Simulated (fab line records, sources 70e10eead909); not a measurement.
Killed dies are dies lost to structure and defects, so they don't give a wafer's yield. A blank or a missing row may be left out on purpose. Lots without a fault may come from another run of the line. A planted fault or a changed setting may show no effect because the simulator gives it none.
fab line records | flow nand_harc
record lots=13 wafers=35 last_day=33
route steps=1302 shown A_BONDPAD@1222 THIN_TSV@1244 END@1302
lots that met no fault: from a run of the same line without faults
start_h: hours from the record's first day to the start of the lot's first wafer shown | wait_h: hours since the lot's step before | " the same as in the row above | L1.1+2: a row that stands for several wafers | - no value, or no start given | * or withheld: withheld | < > ~ a bound
route shown NAME@n: a module of which the file shows steps, and the number in the route of the first | usual: mean/standard deviation of fault-free wafers | same: alike in all rows | chamber/n: place in a boat | sites: the reading at each site | _std_site: their standard deviation | _edge_site: outer sites' mean less inner sites' | radius_mm: how far each site lies from the wafer's centre | mask NAME#n: copy n | behind: the tool/chamber that last shaped the wafer | hold: why the lot was held/for how many hours/how that ended | device: the transistor (n, p or np) that didn't switch | end of line: the same wafers' tests at the end of the route | a step without rows: its recipe alone | killed: dies lost to structure and defects at the first sort, not the wafer's yield | map: a wafer's dies, x killed, . not, _ none there
set.NAME: the setting as run; set.NAME@STEP: as run at that earlier step | model.NAME: the simulator's own value behind a step, which no gauge read
steps of the route over a sample of lots; a table a step, a row a wafer
services: from which hour (start_h, from the record's first day; less than 0 if before it) a tool's chamber was out of use, for how many hours, and why
## steps
# step NHARC_A_BONDPAD_STRIP_15
# recipe o2_flow_sccm=500 ar_flow_sccm=0 bias_w=0 chemistry=O2
# usual chamber_pressure_mTorr=60.00/0.055 drypump_motor_current_A=5.8/0.45 oes_product_au=1.002/0.0086 rf_vpp_V=57.6/0.9 showerhead_plenum_p_Torr=3.50/0.13 throttle_valve_pct=17.036/0.0081
# columns lot.wafer tool chamber start_h wait_h chamber_pressure_mTorr drypump_motor_current_A oes_product_au rf_hours_counter_h rf_vpp_V showerhead_plenum_p_Torr throttle_valve_pct
L896.1 rie_diel-10 3 531.03 0.1 59.98 5.4 1.013 3 58.3 3.34 17.036
L896.3 " 0 " " 59.98 5.9 0.996 3 55.5 3.39 17.027
L896.6 " 3 " " 60.00 5.4 0.998 - 56.9 3.34 17.031
L897.2 rie_diel-04 0 547.09 0.1 59.95 6.8 1.018 2 57.8 3.81 17.044
L897.3 " 0 " " 60.09 6.8 1.017 - 58.0 3.81 17.043
L897.4 " 3 " " 60.06 6.3 1.002 - 58.0 3.56 17.047
L899.4 rie_diel-04 0 553.41 0.1 60.03 6.8 1.011 4 57.2 3.81 17.030
L899.1 " 2 " " 60.06 5.7 1.011 1 58.3 3.67 17.043
L899.5 " 1 " " 59.95 5.1 1.003 - 56.7 3.49 17.040
L901.3 rie_diel-04 1 568.45 0.1 60.04 5.1 0.990 3 58.0 3.49 17.050
L901.2 " 3 " " 59.96 6.3 1.017 6 58.1 3.55 17.029
L901.5 " 0 " " 59.97 6.8 1.019 - 60.3 3.80 17.039
L902.1 rie_diel-10 0 581.82 0.1 60.07 5.9 0.997 4 56.4 3.39 17.036
L902.2 " 2 " " 59.91 5.7 1.008 4 58.8 3.52 17.035
L902.5 " 1 " " 59.95 5.6 1.010 - 58.1 3.49 17.034
L904.4 rie_diel-04 0 605.18 0.1 59.95 6.8 0.999 9 59.5 3.80 17.045
L903.5 rie_diel-10 2 606.61 0.1 60.02 5.7 1.006 - 56.8 3.52 17.032
L912.4 rie_diel-10 0 713.64 0.1 60.00 5.9 0.994 4 57.7 3.39 17.027
L912.5 " 3 " " 60.02 5.4 0.992 - 57.4 3.33 17.049
L912.6 " 0 " " 60.08 6.0 0.988 - 56.7 3.39 17.037
L914.4 rie_diel-10 1 720.77 0.1 59.95 5.6 1.005 4 56.3 3.49 17.037
L914.2 " 2 " " 59.98 5.7 1.003 4 59.7 3.52 17.035
L914.6 " 1 " " 60.06 5.6 1.006 - 57.9 3.49 17.036
L916.2 rie_diel-10 1 729.35 0.1 60.09 5.6 0.998 4 55.7 3.49 17.038
L916.5 " 0 " " 59.96 5.9 0.988 - 57.6 3.39 17.029
L916.6 " 1 " " 60.01 5.6 0.989 - 57.8 3.49 17.029
L918.1 rie_diel-04 2 742.59 0.1 59.98 5.7 0.995 3 58.4 3.65 17.046
L918.6 " 1 " " 59.92 5.1 1.006 - 57.0 3.48 17.021
L918.5 " 2 " " 60.01 5.8 1.002 - 57.7 3.65 17.060
L915.1 rie_diel-10 2 744.51 0.1 59.99 5.7 1.000 5 56.9 3.52 17.050
L915.5 " 2 " " 60.06 5.7 1.003 - 57.7 3.52 17.050
L915.6 " 3 " " 59.97 5.4 1.000 - 57.7 3.33 17.032
L919.1 rie_diel-10 1 757.66 0.1 60.00 5.6 1.003 5 57.4 3.49 17.040
L919.2 " 3 " " 60.04 5.4 0.997 5 57.6 3.33 17.039
L919.6 " 1 " " 60.01 5.6 0.993 - 57.8 3.49 17.024
# step NHARC_A_BONDPAD_ANNEAL_28
# recipe temp_c=225 time_s=90
# usual anneal_temp_c_max=226.4/0.47 wafer_temp_C_max=226.01/0.27
# columns lot.wafer tool chamber start_h wait_h anneal_temp_c_max wafer_temp_C_max
L896.1 rtp_anneal-02 0 532.30 - 226.5 226.20
L896.3 " 0 " " 226.5 226.04
L896.6 " 0 " " 226.4 225.91
L897.2 rtp_anneal-02 0 548.83 0.3 227.3 226.04
L897.3 " 0 " " 226.4 225.87
L897.4 " 0 " " 226.4 225.78
L899.1 rtp_anneal-01 0 554.71 0.3 226.2 226.36
L899.4 " 0 " " 225.7 225.98
L899.5 " 0 " " 226.4 226.48
L901.2 rtp_anneal-01 0 569.77 - 225.7 226.11
L901.3 " 0 " " 226.2 226.10
L901.5 " 0 " " 226.0 226.59
L902.1 rtp_anneal-01 0 583.10 - 226.1 226.17
L902.2 " 0 " " 226.1 225.93
L902.5 " 0 " " 225.8 226.16
L904.4 rtp_anneal-01 0 606.61 - 225.8 226.11
L903.5 rtp_anneal-02 0 608.04 - 226.8 226.33
L912.4 rtp_anneal-02 0 715.07 0.3 226.9 226.01
L912.5 " 0 " " 227.4 226.04
L912.6 " 0 " " 227.2 226.04
L914.2 rtp_anneal-02 0 722.11 0.3 226.6 225.94
L914.4 " 0 " " 226.5 226.02
L914.6 " 0 " " 227.4 226.47
L916.2 rtp_anneal-02 0 730.68 0.4 226.7 225.55
L916.5 " 0 " " 226.6 226.18
L916.6 " 0 " " 226.4 225.73
L918.1 rtp_anneal-01 0 743.86 0.3 225.8 226.02
L918.5 " 0 " " 226.1 225.92
L918.6 " 0 " " 225.7 226.40
L915.1 rtp_anneal-01 0 745.79 0.3 226.2 226.39
L915.5 " 0 " " 226.4 226.14
L915.6 " 0 " " 225.8 225.99
L919.1 rtp_anneal-02 0 758.94 0.3 226.6 225.76
L919.2 " 0 " " 226.7 225.69
L919.6 " 0 " " 226.9 225.83
# step NHARC_A_BONDPAD_CMP_19
# recipe t_overpolish_s=30 cu_recess_touch_s=16 target_thk_nm=169.82
# usual motor_current_A=11.4/0.97 overpolish_run_s=30.000/0.0093
# columns lot.wafer tool chamber start_h wait_h motor_current_A overpolish_run_s
L896.1 cmp-03 1 532.67 - 11.6 30.021
L896.3 " 2 " " 10.9 30.013
L896.6 " 1 " " 11.9 29.990
L897.2 cmp-04 0 549.12 - 11.1 30.009
L897.3 " 1 " " 11.3 29.999
L897.4 " 2 " " 10.3 30.009
L899.1 cmp-04 1 555.06 - 11.0 30.007
L899.4 " 0 " " 10.9 30.001
L899.5 " 2 " " 10.5 29.997
L901.2 cmp-02 1 570.07 - 13.0 29.989
L901.3 " 3 " " 11.8 30.009
L901.5 " 2 " " 10.8 30.013
L902.1 cmp-03 0 583.50 - 10.0 29.993
L902.2 " 1 " " 11.9 29.991
L902.5 " 3 " " 11.5 29.984
L904.4 cmp-03 0 606.83 - 10.3 29.982
L903.5 cmp-03 3 608.29 - 11.7 29.996
L912.4 cmp-02 1 715.29 - 13.5 29.989
L912.6 " 0 " " 10.7 29.987
L912.5 " 1 " " 12.1 29.994
L914.4 cmp-04 3 722.40 - 12.9 30.010
L914.2 " 0 " " 10.9 29.995
L914.6 " 0 " " 10.5 30.001
L916.2 cmp-04 2 730.98 - 10.4 30.004
L916.5 " 2 " " 10.1 30.007
L916.6 " 3 " " 13.3 30.018
L918.1 cmp-02 2 744.30 - 10.9 29.996
L918.6 " 3 " " 13.2 30.007
L918.5 " 0 " " 11.5 29.980
L915.1 cmp-02 3 746.20 - 12.8 30.015
L915.6 " 1 " " 12.8 30.007
L915.5 " 2 " " 11.3 29.987
L919.2 cmp-02 0 759.32 - 10.6 29.996
L919.1 " 1 " " 12.1 30.000
L919.6 " 3 " " 13.0 29.993
# step NHARC_THIN_TSV_GRIND_00
# recipe target_thk_um=6
# usual motor_current_A=12.001/0.021
# columns lot.wafer tool chamber start_h wait_h motor_current_A
L896.1 grinder-01 0 542.87 0.1 11.999
L896.3 " 0 " " 12.033
L896.6 " 0 " " 12.005
L897.2 grinder-01 0 577.33 0.3 12.011
L897.3 " 0 " " 11.989
L897.4 " 0 " " 11.965
L899.1 grinder-01 0 579.53 2.5 11.989
L899.4 " 0 " " 11.977
L899.5 " 0 " " 11.997
L901.2 grinder-01 0 580.93 3.9 11.981
L901.3 " 0 " " 11.983
L901.5 " 0 " " 11.994
L902.1 grinder-01 0 593.70 0.1 12.035
L902.2 " 0 " " 12.004
L902.5 " 0 " " 12.001
L903.5 grinder-01 0 617.80 0.9 12.004
L904.4 grinder-01 0 618.80 1.9 11.994
L912.4 grinder-01 0 727.26 1.9 11.978
L912.5 " 0 " " 12.022
L912.6 " 0 " " 11.996
L914.2 grinder-01 0 734.68 0.3 11.984
L914.4 " 0 " " 11.993
L914.6 " 0 " " 12.026
L916.2 grinder-01 0 745.39 6.0 12.002
L916.5 " 0 " " 12.002
L916.6 " 0 " " 11.961
L918.1 grinder-01 0 755.13 0.1 11.974
L918.5 " 0 " " 12.012
L918.6 " 0 " " 12.037
L915.1 grinder-01 0 756.34 1.3 11.996
L915.5 " 0 " " 11.997
L915.6 " 0 " " 12.008
L919.1 grinder-01 0 769.53 0.1 11.983
L919.2 " 0 " " 11.981
L919.6 " 0 " " 11.994
# step NHARC_END_SORT_01
# recipe temp_c=25
# usual defect_limited_yield=91.5/2.4 killed_at_array=52/16 killed_at_other=0.8/1.1 killed_at_periphery=4.2/2.5 killed_dies=57/16 killed_open=3.4/2 killed_short=2.6/1.6 sort_bin_2_pct=3.0/1.1 sort_bin_3_pct=0.6/0.31 sort_bin_4_pct=4.8/1.4 sort_n_pass=620/16 sort_rim_yield_pct=90/4.8 sort_yield_pct=91.5/2.4
# same gross_dies=677 sort_bin_5_pct[%]=0 sort_bin_6_pct[%]=0 sort_bin_7_pct[%]=0 sort_bin_8_pct[%]=0 sort_rim_n_gross=106.00
# columns lot.wafer tool chamber start_h wait_h hold defect_limited_yield[%] killed_at_array killed_at_other killed_at_periphery killed_dies killed_open killed_short sort_bin_2_pct[%] sort_bin_3_pct[%] sort_bin_4_pct[%] sort_n_pass sort_rim_yield_pct[%] sort_yield_pct[%]
L896.1 prober-02 0 560.48 2.5 - 90.5 60 1 3 64 1 4 4.3 0.4 4.7 613 86 90.5
L896.3 prober-02 0 562.07 3.1 - 91.4 50 2 6 58 2 4 2.4 1.3 4.9 619 82 91.4
L896.6 prober-02 0 564.46 4.0 - 90.3 62 1 3 66 2 0 3.1 0.7 5.9 611 98 90.3
L899.1 prober-02 0 594.66 2.5 - 93.2 45 0 1 46 2 3 2.4 0.1 4.3 631 100 93.2
L899.4 prober-02 0 597.06 3.4 - 94.7 31 0 5 36 2 6 1.2 0.7 3.4 641 92 94.7
L899.5 prober-02 0 597.86 3.7 - 93.1 42 0 5 47 0 2 3.0 0.3 3.7 630 97 93.1
L897.2 prober-01 0 595.53 2.8 - 94.2 34 2 3 39 4 0 2.2 1.2 2.4 638 92 94.2
L897.3 prober-01 0 596.34 3.1 - 90.0 61 2 5 68 2 1 4.1 1.0 4.9 609 95 90.0
L897.4 prober-01 0 597.15 3.4 - 93.9 36 1 4 41 2 3 2.5 0.1 3.4 636 90 93.9
L901.2 prober-01 0 603.41 2.8 - 88.0 79 0 2 81 0 3 6.2 1.2 4.6 596 92 88.0
L901.3 prober-01 0 604.21 3.1 - 90.4 63 0 2 65 4 1 3.2 0.9 5.5 612 77 90.4
L901.5 prober-01 0 605.82 3.7 - 86.3 90 0 3 93 7 2 5.8 0.9 7.1 584 78 86.3
L902.1 prober-01 0 612.03 2.5 - 96.6 20 1 2 23 4 0 1.3 0.4 1.6 654 96 96.6
L902.2 prober-01 0 612.83 2.8 - 96.3 22 0 3 25 9 0 0.7 0.3 2.7 652 94 96.3
L902.5 prober-01 0 615.22 3.7 - 96.8 19 0 3 22 2 5 1.0 0.1 2.1 655 93 96.8
L904.4 prober-02 0 638.68 3.4 await_dispo/8.6h/release 0 42 631 4 677 3 2 94.5 0.6 4.9 0 0 0
L903.5 prober-02 0 639.26 3.7 await_dispo/4.0h/release 0 76 595 6 677 3 3 91.9 1.0 7.1 0 0 0
L912.4 prober-01 0 745.34 3.4 - 91.6 47 3 7 57 9 5 3.2 0.3 4.9 620 92 91.6
L912.5 prober-01 0 746.14 3.7 - 91.0 55 1 5 61 6 6 3.4 0.3 5.3 616 86 91.0
L912.6 prober-01 0 746.95 4.0 - 92.6 44 1 5 50 3 4 2.5 0.7 4.1 627 89 92.6
L914.2 prober-02 0 752.75 2.8 - 88.3 73 1 5 79 3 0 4.9 0.6 6.2 598 90 88.3
L914.4 prober-02 0 754.35 3.4 - 87.4 77 0 8 85 4 3 4.3 0.9 7.4 592 85 87.4
L914.6 prober-02 0 755.94 4.0 - 88.0 69 0 12 81 5 2 3.7 1.0 7.2 596 90 88.0
L916.2 prober-01 0 770.08 2.8 - 91.9 52 0 3 55 3 2 2.1 1.0 5.0 622 90 91.9
L916.5 prober-01 0 772.49 3.7 - 90.3 62 1 3 66 2 0 4.1 0.7 4.9 611 82 90.3
L916.6 prober-01 0 773.29 4.0 - 88.9 72 0 3 75 6 1 4.3 0.7 6.1 602 84 88.9
L918.1 prober-02 0 773.76 2.5 - 91.4 55 0 3 58 4 2 2.2 0.7 5.6 619 90 91.4
L918.5 prober-02 0 776.95 3.7 - 89.5 65 0 6 71 4 1 3.5 0.4 6.5 606 87 89.5
L918.6 prober-02 0 777.75 4.0 - 89.2 68 0 5 73 2 4 3.1 0.7 6.9 604 89 89.2
L915.1 prober-01 0 777.15 2.6 - 93.9 35 0 6 41 5 1 1.8 0.3 4.0 636 85 93.9
L915.5 prober-01 0 780.31 3.7 - 91.7 53 0 3 56 4 2 2.8 0.4 5.0 621 92 91.7
L915.6 prober-01 0 781.10 3.9 - 92.9 42 0 6 48 8 3 2.4 0.9 3.8 629 88 92.9
L919.1 prober-02 0 788.64 2.6 - 92.2 51 0 2 53 3 6 2.2 0.6 5.0 624 88 92.2
L919.2 prober-02 0 789.44 2.8 - 91.1 58 0 2 60 7 3 2.2 0.6 6.1 617 88 91.1
L919.6 prober-02 0 792.65 4.0 - 91.7 55 0 1 56 5 2 2.2 0.4 5.6 621 92 91.7
# killed by level:class
L896.1 A_SLIT:chamber_film_flake=22 A_CHANNEL_HOLE_D2:chamber_film_flake=21 A_STAIRCASE:chamber_film_flake=5 A_WL_FILL:chamber_film_flake=3 A_CONTACT:chamber_film_flake=3 P_M2:chamber_film_flake=2 P_M0:geometric_particle:open=1 A_CHANNEL_FILL_D1:geometric_particle:short=1
L896.3 A_CHANNEL_HOLE_D2:chamber_film_flake=23 A_SLIT:chamber_film_flake=13 P_M2:chamber_film_flake=5 A_STAIRCASE:chamber_film_flake=3 A_WL_FILL:chamber_film_flake=3 A_CONTACT:chamber_film_flake=3 A_ONON_D1:geometric_particle:short=2 THIN_TSV:chamber_film_flake=2
L896.6 A_CHANNEL_HOLE_D2:chamber_film_flake=33 A_SLIT:chamber_film_flake=14 A_STAIRCASE:chamber_film_flake=4 A_WL_FILL:chamber_film_flake=4 A_ZERO_WELL:chamber_film_flake=2 A_DECK1_JOINT:chamber_film_flake=2 A_CONTACT:chamber_film_flake=2 P_M0:geometric_particle:open=1
L899.1 A_CHANNEL_HOLE_D2:chamber_film_flake=31 A_CHANNEL_FILL_D2:geometric_particle:short=2 A_DECK1_JOINT:chamber_film_flake=2 A_SLIT:chamber_film_flake=2 A_CONTACT:chamber_film_flake=2 A_DECK1_JOINT:geometric_particle:open=1 A_ONON_D2:geometric_particle:short=1 A_CONTACT:geometric_particle:open=1
L897.2 A_CHANNEL_HOLE_D1:chamber_film_flake=16 A_CHANNEL_HOLE_D2:chamber_film_flake=12 P_GATE:chamber_film_flake=2 THIN_TSV:chamber_film_flake=2 P_M2:geometric_particle:open=1 A_CHANNEL_FILL_D1:geometric_particle:open=1 A_CONTACT:geometric_particle:open=1 A_BLC:geometric_particle:open=1
L897.3 A_CHANNEL_HOLE_D2:chamber_film_flake=23 A_CHANNEL_HOLE_D1:chamber_film_flake=21 P_GATE:chamber_film_flake=4 A_BONDPAD:chamber_film_flake=3 A_STAIRCASE:chamber_film_flake=3 A_CHANNEL_FILL_D1:chamber_film_flake=2 A_WL_FILL:chamber_film_flake=2 A_CONTACT:chamber_film_flake=2
L899.4 A_CHANNEL_HOLE_D2:chamber_film_flake=21 P_GATE:chamber_film_flake=3 A_CHANNEL_FILL_D2:geometric_particle:short=2 A_CHANNEL_HOLE_D1:chamber_film_flake=2 P_CONTACT:geometric_particle:short=1 P_M0:geometric_particle:short=1 A_SGD_CUT:geometric_particle:short=1 A_SGD_CUT:geometric_particle:open=1
L897.4 A_CHANNEL_HOLE_D2:chamber_film_flake=14 A_CHANNEL_HOLE_D1:chamber_film_flake=13 P_GATE:chamber_film_flake=3 A_STAIRCASE:chamber_film_flake=2 P_CONTACT:geometric_particle:open=1 A_ONON_D1:geometric_particle:short=1 A_CHANNEL_FILL_D1:geometric_particle:short=1 A_DECK1_JOINT:geometric_particle:short=1
L899.5 A_CHANNEL_HOLE_D2:chamber_film_flake=30 A_CONTACT:chamber_film_flake=4 P_GATE:chamber_film_flake=3 A_CHANNEL_HOLE_D1:chamber_film_flake=2 A_WL_FILL:chamber_film_flake=2 A_CONTACT:unspecified=2 P_CONTACT:geometric_particle:short=1 A_WL_FILL:geometric_particle:short=1
L901.2 A_CHANNEL_HOLE_D1:chamber_film_flake=25 A_CHANNEL_HOLE_D2:chamber_film_flake=25 A_SLIT:chamber_film_flake=15 A_CONTACT:chamber_film_flake=5 A_STAIRCASE:chamber_film_flake=3 A_ZERO_WELL:chamber_film_flake=2 A_M0:chamber_film_flake=2 P_GATE:geometric_particle:short=1
L901.3 A_SLIT:chamber_film_flake=22 A_CHANNEL_HOLE_D1:chamber_film_flake=13 A_CHANNEL_HOLE_D2:chamber_film_flake=11 A_CONTACT:chamber_film_flake=6 A_STAIRCASE:chamber_film_flake=3 A_CHANNEL_FILL_D2:chamber_film_flake=2 A_M0:chamber_film_flake=2 P_CONTACT:geometric_particle:open=1
L901.5 A_CHANNEL_HOLE_D2:chamber_film_flake=31 A_CHANNEL_HOLE_D1:chamber_film_flake=23 A_SLIT:chamber_film_flake=16 A_CHANNEL_FILL_D1:chamber_film_flake=4 A_ZERO_WELL:chamber_film_flake=3 A_STAIRCASE:chamber_film_flake=3 A_CONTACT:geometric_particle:open=2 A_CONTACT:chamber_film_flake=2
L902.1 A_CHANNEL_HOLE_D2:chamber_film_flake=11 A_CHANNEL_HOLE_D1:chamber_film_flake=2 A_STAIRCASE:chamber_film_flake=2 P_GATE:geometric_particle:open=1 A_CHANNEL_HOLE_D1:geometric_particle:open=1 A_CHANNEL_FILL_D1:geometric_particle:open=1 A_WL_FILL:geometric_particle:open=1 P_ZERO_WELL:chamber_film_flake=1
L902.2 A_CHANNEL_HOLE_D2:chamber_film_flake=5 A_CHANNEL_FILL_D2:chamber_film_flake=4 A_CONTACT:chamber_film_flake=3 A_CHANNEL_FILL_D1:geometric_particle:open=2 A_WL_FILL:geometric_particle:open=2 A_M1:geometric_particle:open=2 A_M1:chamber_film_flake=2 P_STI:geometric_particle:open=1
L902.5 A_CHANNEL_HOLE_D2:chamber_film_flake=7 A_CHANNEL_FILL_D1:geometric_particle:short=3 P_ZERO_WELL:chamber_film_flake=2 A_CHANNEL_FILL_D2:chamber_film_flake=2 A_STAIRCASE:chamber_film_flake=2 P_CONTACT:geometric_particle:short=1 A_ONON_D1:geometric_particle:short=1 A_ONON_D1:geometric_particle:open=1
L904.4 THIN_TSV:area_cmp=626 A_CHANNEL_HOLE_D1:chamber_film_flake=18 A_CHANNEL_HOLE_D2:chamber_film_flake=8 THIN_TSV:chamber_film_flake=5 A_CONTACT:chamber_film_flake=4 A_STAIRCASE:chamber_film_flake=4 P_GATE:geometric_particle:open=2 P_STI:chamber_film_flake=2
L903.5 THIN_TSV:area_cmp=594 A_SLIT:chamber_film_flake=31 A_CHANNEL_HOLE_D1:chamber_film_flake=17 A_CHANNEL_HOLE_D2:chamber_film_flake=10 A_BONDPAD:chamber_film_flake=6 P_M2:chamber_film_flake=4 A_STAIRCASE:chamber_film_flake=4 A_CONTACT:chamber_film_flake=2
L912.4 A_CHANNEL_HOLE_D2:chamber_film_flake=20 A_CHANNEL_FILL_D1:chamber_film_flake=5 A_SLIT:chamber_film_flake=5 P_M0:geometric_particle:open=2 A_ONON_D1:geometric_particle:short=2 A_CHANNEL_FILL_D1:geometric_particle:open=2 A_WL_FILL:geometric_particle:open=2 P_STI:chamber_film_flake=2
L912.5 A_CHANNEL_HOLE_D2:chamber_film_flake=17 A_CHANNEL_HOLE_D1:chamber_film_flake=7 A_SLIT:chamber_film_flake=7 A_SGD_CUT:chamber_film_flake=6 A_WL_FILL:geometric_particle:short=4 P_CONTACT:geometric_particle:open=2 P_STI:chamber_film_flake=2 A_CHANNEL_FILL_D1:chamber_film_flake=2
L912.6 A_CHANNEL_HOLE_D2:chamber_film_flake=17 A_CHANNEL_HOLE_D1:chamber_film_flake=10 A_SLIT:chamber_film_flake=5 A_DECK1_JOINT:chamber_film_flake=3 P_CONTACT:geometric_particle:open=2 P_GATE:chamber_film_flake=2 A_SGD_CUT:chamber_film_flake=2 A_CHANNEL_FILL_D1:geometric_particle:short=1
L914.2 A_CHANNEL_HOLE_D1:chamber_film_flake=36 A_CHANNEL_HOLE_D2:chamber_film_flake=24 A_SLIT:chamber_film_flake=5 A_CONTACT:chamber_film_flake=4 P_M1:chamber_film_flake=2 A_ONON_D1:geometric_particle:open=1 A_CHANNEL_FILL_D1:geometric_particle:open=1 A_DECK1_JOINT:geometric_particle:open=1
L914.4 A_CHANNEL_HOLE_D1:chamber_film_flake=33 A_CHANNEL_HOLE_D2:chamber_film_flake=21 A_SLIT:chamber_film_flake=8 P_M1:chamber_film_flake=6 A_WL_FILL:chamber_film_flake=3 A_CONTACT:chamber_film_flake=3 A_CHANNEL_HOLE_D2:geometric_particle:open=2 A_ZERO_WELL:chamber_film_flake=2
L914.6 A_CHANNEL_HOLE_D1:chamber_film_flake=38 A_CHANNEL_HOLE_D2:chamber_film_flake=21 P_GATE:chamber_film_flake=4 P_M1:chamber_film_flake=4 A_CONTACT:chamber_film_flake=2 P_GATE:geometric_particle:open=1 P_M0:geometric_particle:open=1 P_M1:geometric_particle:open=1
L916.2 A_SLIT:chamber_film_flake=18 A_CHANNEL_HOLE_D2:chamber_film_flake=14 A_CHANNEL_HOLE_D1:chamber_film_flake=6 A_CONTACT:chamber_film_flake=4 A_STAIRCASE:chamber_film_flake=3 A_WL_FILL:chamber_film_flake=2 P_M0:geometric_particle:open=1 A_DECK1_JOINT:geometric_particle:short=1
L916.5 A_SLIT:chamber_film_flake=22 A_CHANNEL_HOLE_D2:chamber_film_flake=21 A_CHANNEL_HOLE_D1:chamber_film_flake=8 A_CONTACT:chamber_film_flake=5 P_M1:chamber_film_flake=2 A_DECK1_JOINT:chamber_film_flake=2 A_STAIRCASE:chamber_film_flake=2 A_CHANNEL_FILL_D2:geometric_particle:open=1
L916.6 A_SLIT:chamber_film_flake=29 A_CHANNEL_HOLE_D2:chamber_film_flake=20 A_CHANNEL_HOLE_D1:chamber_film_flake=9 A_CONTACT:chamber_film_flake=3 A_CONTACT:geometric_particle:open=2 P_GATE:chamber_film_flake=2 A_DECK1_JOINT:chamber_film_flake=2 A_STAIRCASE:chamber_film_flake=2
L918.1 A_SLIT:chamber_film_flake=33 A_CONTACT:chamber_film_flake=7 A_CHANNEL_HOLE_D1:chamber_film_flake=6 P_STI:chamber_film_flake=2 A_M0:chamber_film_flake=2 P_GATE:geometric_particle:short=1 A_CHANNEL_FILL_D1:geometric_particle:open=1 A_ONON_D2:geometric_particle:open=1
L918.5 A_SLIT:chamber_film_flake=27 A_CONTACT:chamber_film_flake=16 A_CHANNEL_HOLE_D1:chamber_film_flake=13 P_STI:chamber_film_flake=4 A_CHANNEL_FILL_D1:chamber_film_flake=3 P_GATE:geometric_particle:open=1 A_ONON_D1:geometric_particle:open=1 A_CHANNEL_HOLE_D1:geometric_particle:open=1
L915.1 A_CHANNEL_HOLE_D2:chamber_film_flake=18 A_SLIT:chamber_film_flake=4 A_CONTACT:chamber_film_flake=3 P_M0:geometric_particle:open=2 P_GATE:chamber_film_flake=2 A_CHANNEL_HOLE_D1:unspecified=2 A_CHANNEL_HOLE_D1:chamber_film_flake=2 P_M2:geometric_particle:open=1
L918.6 A_SLIT:chamber_film_flake=32 A_CONTACT:chamber_film_flake=16 A_CHANNEL_HOLE_D1:chamber_film_flake=10 P_STI:chamber_film_flake=3 A_CHANNEL_HOLE_D1:geometric_particle:open=1 A_ONON_D2:geometric_particle:short=1 A_CHANNEL_FILL_D2:geometric_particle:short=1 A_WL_FILL:geometric_particle:short=1
L915.5 A_CHANNEL_HOLE_D2:chamber_film_flake=30 A_SLIT:chamber_film_flake=8 A_CHANNEL_HOLE_D1:unspecified=5 P_GATE:chamber_film_flake=2 A_M0:chamber_film_flake=2 A_CHANNEL_FILL_D1:geometric_particle:open=1 A_CHANNEL_FILL_D1:geometric_particle:short=1 A_CHANNEL_FILL_D2:geometric_particle:short=1
L915.6 A_CHANNEL_HOLE_D2:chamber_film_flake=25 P_GATE:chamber_film_flake=3 A_CHANNEL_HOLE_D1:unspecified=3 A_SLIT:chamber_film_flake=3 A_CHANNEL_FILL_D1:geometric_particle:short=2 A_STAIRCASE:chamber_film_flake=2 P_STI:geometric_particle:open=1 P_CONTACT:geometric_particle:open=1
L919.1 A_CHANNEL_HOLE_D2:chamber_film_flake=22 A_CONTACT:chamber_film_flake=9 A_SLIT:chamber_film_flake=7 A_ONON_D1:geometric_particle:short=2 A_CHANNEL_HOLE_D1:geometric_particle:short=2 A_WL_FILL:chamber_film_flake=2 P_CONTACT:geometric_particle:short=1 A_DECK1_JOINT:geometric_particle:short=1
L919.2 A_CHANNEL_HOLE_D2:chamber_film_flake=16 A_SLIT:chamber_film_flake=14 A_CONTACT:chamber_film_flake=9 A_STAIRCASE:chamber_film_flake=3 A_WL_FILL:chamber_film_flake=3 A_CHANNEL_FILL_D1:chamber_film_flake=2 P_STI:geometric_particle:open=1 P_CONTACT:geometric_particle:open=1
L919.6 A_CHANNEL_HOLE_D2:chamber_film_flake=26 A_SLIT:chamber_film_flake=11 A_CONTACT:chamber_film_flake=6 A_CHANNEL_HOLE_D1:chamber_film_flake=2 P_M1:geometric_particle:open=1 A_CHANNEL_HOLE_D1:geometric_particle:open=1 A_CHANNEL_FILL_D2:geometric_particle:open=1 A_CHANNEL_FILL_D2:geometric_particle:short=1
## services
# columns tool chamber start_h hours kind
cmp-02 - 510.12 2.3 repair
cmp-02 - 526.51 4.0 pm
grinder-01 - 530.99 0.6 repair
rie_diel-04 - 532.01 9.0 pm
rie_diel-04 2 541.95 6.8 repair
grinder-01 - 557.11 1.5 repair
cmp-02 - 581.55 3.5 repair
rie_diel-10 - 596.69 9.0 pm
grinder-01 - 600.72 3.1 repair
rie_diel-04 3 614.29 2.4 repair
cmp-02 - 624.51 4.0 pm
cmp-02 - 636.79 2.4 repair
cmp-02 - 661.99 4.9 repair
rie_diel-10 1 668.32 2.8 repair
grinder-01 - 708.80 2.6 repair
cmp-02 - 717.43 0.6 repair
cmp-02 - 722.51 4.0 pm
grinder-01 - 729.30 1.5 repair
cmp-02 - 732.72 1.5 repair
grinder-01 - 736.00 8.0 pm
cmp-02 - 738.58 1.6 repair
rie_diel-10 1 742.06 1.3 repair
rtp_anneal-02 - 744.00 12.0 pm
cmp-02 - 753.81 0.6 repair
## key
first_sign step=NHARC_END_SORT_01 reading=killed_at_other direction=up sigmas=99+ usual=0.8 struck=613
effect step=NHARC_END_SORT_01 reading=sort_bin_2_pct direction=up sigmas=81 usual=3.0 struck=93.2
more_kills_born_at NHARC_THIN_TSV_CMP_01@cmp-02=626 NHARC_THIN_TSV_CMP_01@cmp-04=594
met_at NHARC_THIN_TSV_GRIND_00
struck_lots L903,L904
struck_wafers L903.5,L904.4
later_rows_left_out L903.5,L904.4
not_acting_at NHARC_A_BONDPAD_STRIP_15,NHARC_A_BONDPAD_ANNEAL_28,NHARC_A_BONDPAD_CMP_19
onset_between 593.70 617.80
fault kind=process_parameter_drift tool=grinder-01 chamber=- onset_h=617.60 steps=NHARC_THIN_TSV_GRIND_00 channel=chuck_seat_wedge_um offset=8 shape=step end_h=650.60 scope=struck_wafers_only
# later_rows_left_out: the simulator's readings of these wafers behind a module that went badly wrong aren't trusted and aren't shown, but for the sort
